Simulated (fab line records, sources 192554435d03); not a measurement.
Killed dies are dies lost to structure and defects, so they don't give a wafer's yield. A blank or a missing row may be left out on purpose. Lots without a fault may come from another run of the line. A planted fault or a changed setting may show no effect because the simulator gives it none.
Split-lot experiment | flow n5_finfet | 7 lots, 21 wafers read, on a route of 1938 steps

THE SPLIT
At N5_BEOL_M15_ILD_DEP_00 (deposits SiO2 from TEOS/O2, target thk 1629.3 nm, time 346.1 s), the setting time_s was moved away from the recipe's 346.1 s on 8 of the 21 wafers read, by -8.8% to +13.6%. The other wafers ran this setting at the recipe's value.

The file shows no step between the split and the reading.

THE READING
M15_ILD_THK, in nm, at N5_BEOL_M15_THK_MEAS_01. Fault-free wafers of this fab line usually give 1619 nm, standard deviation 21 nm.

wafer  | tool, chamber at the split | time_s as run, s | against the recipe | M15_ILD_THK, nm | against lot-mates on the recipe
L075.3 | pecvd-02, 0                | 346.1            | recipe             | 1604            | -
L075.5 | pecvd-02, 1                | 346.1            | recipe             | 1622            | -
L075.6 | pecvd-02, 2                | 346.1            | recipe             | 1624            | -
L074.1 | pecvd-01, 1                | 346.1            | recipe             | 1623            | -
L074.3 | pecvd-01, 2                | 346.1            | recipe             | 1610            | -
L074.5 | pecvd-01, 2                | 316.6            | -8.5%              | 1480            | -136
L076.2 | pecvd-01, 1                | 346.1            | recipe             | 1613            | -
L076.4 | pecvd-01, 1                | 315.5            | -8.8%              | 1498            | -115
L076.6 | pecvd-01, 2                | 315.5            | -8.8%              | 1472            | -141
L077.1 | pecvd-01, 0                | 346.1            | recipe             | 1601            | -
L077.2 | pecvd-01, 2                | 325.7            | -5.9%              | 1521            | -80
L077.5 | pecvd-01, 2                | 325.7            | -5.9%              | 1530            | -71
L084.3 | pecvd-01, 1                | 346.1            | recipe             | 1608            | -
L084.4 | pecvd-01, 0                | 346.1            | recipe             | 1634            | -
L084.5 | pecvd-01, 1                | 388.4            | +12.2%             | 1851            | +230
L086.1 | pecvd-01, 1                | 393.2            | +13.6%             | 1873            | +256
L086.3 | pecvd-01, 0                | 346.1            | recipe             | 1593            | -
L086.5 | pecvd-01, 0                | 346.1            | recipe             | 1640            | -
L096.4 | pecvd-01, 1                | 346.1            | recipe             | 1651            | -
L096.5 | pecvd-01, 0                | 364.8            | +5.4%              | 1701            | +60
L096.6 | pecvd-01, 2                | 346.1            | recipe             | 1630            | -

THE FIT
A straight line over all 21 wafers: M15_ILD_THK changes by +17.2 nm for each +1% of time_s; r = +0.99; the points scatter about the line by 16 nm.
The same after taking each lot's own level away (the mean of its wafers on the recipe; 21 wafers): +16.6 nm for each +1%; r = +0.98; scatter 18 nm.
On that fit, the largest move of time_s shifts the reading by 2.3e+02 nm.
The lots' own levels span 1601.0 to 1640.5 nm, that is 1.9 times the standard deviation above.
So the lot-to-lot level changes the slope little: the two slopes agree.
Check: with one of the wafers moved furthest among these (+13.6%) left out of the fit, the line predicts +218 nm for it against its lot-mates. It came out at +256 nm against them.

OTHER SPLITS ON THESE WAFERS
These wafers also went through other splits before the reading. Each is held against what the fit with the lots' levels taken away leaves over:
other split on the same wafers | wafers away from the commonest value | r with M15_ILD_THK (lot level and that fit taken away)
N5_BEOL_M13_COAT_04 spin_rpm   | 6                                    | -0.45
N5_BEOL_M14_ILD_DEP_00 temp_c  | 7                                    | -0.08
N5_BEOL_M14_EXPOSE_07 dose_mj  | 4                                    | +0.15
N5_BEOL_M14_SPUTTER_43 power_w | 7                                    | -0.03

THE WHOLE CHAIN: every reading that the file lists as answering this split, in the file's order
step                    | what it does                                                   | reading                                                                             | change (the file's fit)             | r (the file's)
N5_BEOL_M15_ILD_DEP_00  | deposits SiO2 from TEOS/O2, target thk 1629.3 nm, time 346.1 s | SiO2_of_BEOL_M15_ILD_DEP_00.thk_nm (the simulator's own value, which no gauge read) | +17 nm for each +1% of the setting  | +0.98
N5_BEOL_M15_THK_MEAS_01 |                                                                | M15_ILD_THK                                                                         | +17 for each +1% of the setting     | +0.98
N5_BEOL_M15_VIA_ETCH_16 | etches SiO2 in C4F8/O2/Ar, target depth 1792.2 nm              | etch.depth_nm (the simulator's own value, which no gauge read)                      | +17 nm for each +1% of the setting  | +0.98
N5_BEOL_M15_VIA_ETCH_16 | etches SiO2 in C4F8/O2/Ar, target depth 1792.2 nm              | coat_of_BEOL_M15_COAT_04.thk_nm (the simulator's own value, which no gauge read)    | -4.5 nm for each +1% of the setting | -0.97

THE FILE'S OWN FIT
M15_ILD_THK changes by +17 nm for each +1% of time_s, r = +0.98.
